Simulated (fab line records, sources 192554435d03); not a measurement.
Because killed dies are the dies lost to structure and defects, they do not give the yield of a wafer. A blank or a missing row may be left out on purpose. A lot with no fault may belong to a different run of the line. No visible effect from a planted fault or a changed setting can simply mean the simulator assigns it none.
Lot-split experiment -- flow n5 finfet -- on a route of 1938 steps: 7 lots, 39 wafers read

## ABOUT THE SPLIT
At N5_DUMMY_GATE_ETCH_37 (etches SOC in N2/H2, target depth 60 nm, overetch 30 nm), the setting source w was moved away from the recipe's 840 W on 12 of the 39 wafers read, by -13.0% to +17.3%. The other wafers ran this setting at the recipe's value.

The reading comes from the split's own step.

## THE READING
rf vpp V, in V, at N5_DUMMY_GATE_ETCH_37 (etches SOC in N2/H2, target depth 60 nm, overetch 30 nm). A value of 525.0 V with a standard deviation of 2.1 V is what fault-free wafers of this fab line usually give.

wafer,"tool, chamber at the split","source w as run, W",against the recipe,"rf vpp V, V",against lot-mates on the recipe
L074.1,"rie diel-02, 3",840,recipe,525.2,-
L074.2,"rie diel-02, 2",840,recipe,526.6,-
L074.3,"rie diel-02, 1",840,recipe,528.3,-
L074.4,"rie diel-02, 0",840,recipe,525.7,-
L074.5,"rie diel-02, 1",840,recipe,527.1,-
L074.6,"rie diel-02, 2",840,recipe,525.8,-
L077.1,"rie diel-02, 1",840,recipe,527.8,-
L077.2,"rie diel-02, 3",740.4,-11.9%,548.7,+22.4
L077.3,"rie diel-02, 2",840,recipe,526.7,-
L077.4,"rie diel-02, 0",740.4,-11.9%,548.2,+21.9
L077.5,"rie diel-02, 2",840,recipe,524.3,-
L077.6,"rie diel-02, 3",740.4,-11.9%,548.3,+22.0
L081.1,"rie diel-05, 2",840,recipe,522.7,-
L081.2,"rie diel-05, 3",840,recipe,526.2,-
L081.3,"rie diel-05, 1",840,recipe,527.0,-
L081.4,"rie diel-05, 0",840,recipe,525.9,-
L081.5,"rie diel-05, 1",840,recipe,528.3,-
L081.6,"rie diel-05, 0",840,recipe,527.5,-
L084.1,"rie diel-06, 0",840,recipe,521.4,-
L084.4,"rie diel-06, 1",840,recipe,522.6,-
L084.6,"rie diel-06, 2",840,recipe,524.3,-
L085.1,"rie diel-02, 1",840,recipe,525.6,-
L085.2,"rie diel-02, 2",985.4,+17.3%,498.3,-27.7
L085.3,"rie diel-02, 0",840,recipe,525.5,-
L085.4,"rie diel-02, 3",985.4,+17.3%,498.1,-27.9
L085.5,"rie diel-02, 1",840,recipe,526.8,-
L085.6,"rie diel-02, 0",985.4,+17.3%,498.3,-27.7
L091.1,"rie diel-06, 0",730.4,-13.0%,545.5,+23.9
L091.2,"rie diel-06, 1",840,recipe,521.3,-
L091.3,"rie diel-06, 2",840,recipe,523.5,-
L091.4,"rie diel-06, 3",840,recipe,520.0,-
L091.5,"rie diel-06, 1",730.4,-13.0%,546.7,+25.1
L091.6,"rie diel-06, 2",730.4,-13.0%,548.4,+26.8
L095.1,"rie diel-05, 0",888.6,+5.8%,515.1,-8.9
L095.2,"rie diel-05, 2",888.6,+5.8%,511.8,-12.2
L095.3,"rie diel-05, 1",840,recipe,525.9,-
L095.4,"rie diel-05, 3",888.6,+5.8%,516.6,-7.4
L095.5,"rie diel-05, 3",840,recipe,525.0,-
L095.6,"rie diel-05, 2",840,recipe,521.2,-

THE FIT
A straight line over all 39 wafers: rf vpp V changes by -1.69 V for each +1% of source w; r = -0.98; the points scatter about the line by 2.3 V.
The same after taking each lot's own level away (the mean of its wafers on the recipe; 39 wafers): -1.75 V for each +1%; r = -0.99; scatter 1.7 V.
According to that fit, moving source w by its largest amount changes the reading by 30 V.
The span of the lots' own levels, 521.60 to 526.45 V, comes to 2.3 times the standard deviation stated above.
The two slopes agree, so the slope changes little with the lot-to-lot level.
Check: -30.2 V against its lot-mates is what the line predicts for one of the wafers moved furthest among these (+17.3%) when that wafer is left out of the fit. Against them it came out at -27.7 V.
Tool readings at the split's step, against how far the setting was moved: rf vpp V r = -0.98.

## THE FILE'S OWN FIT
rf vpp V changes by -1.75 V for each +1% of source w, r = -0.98.
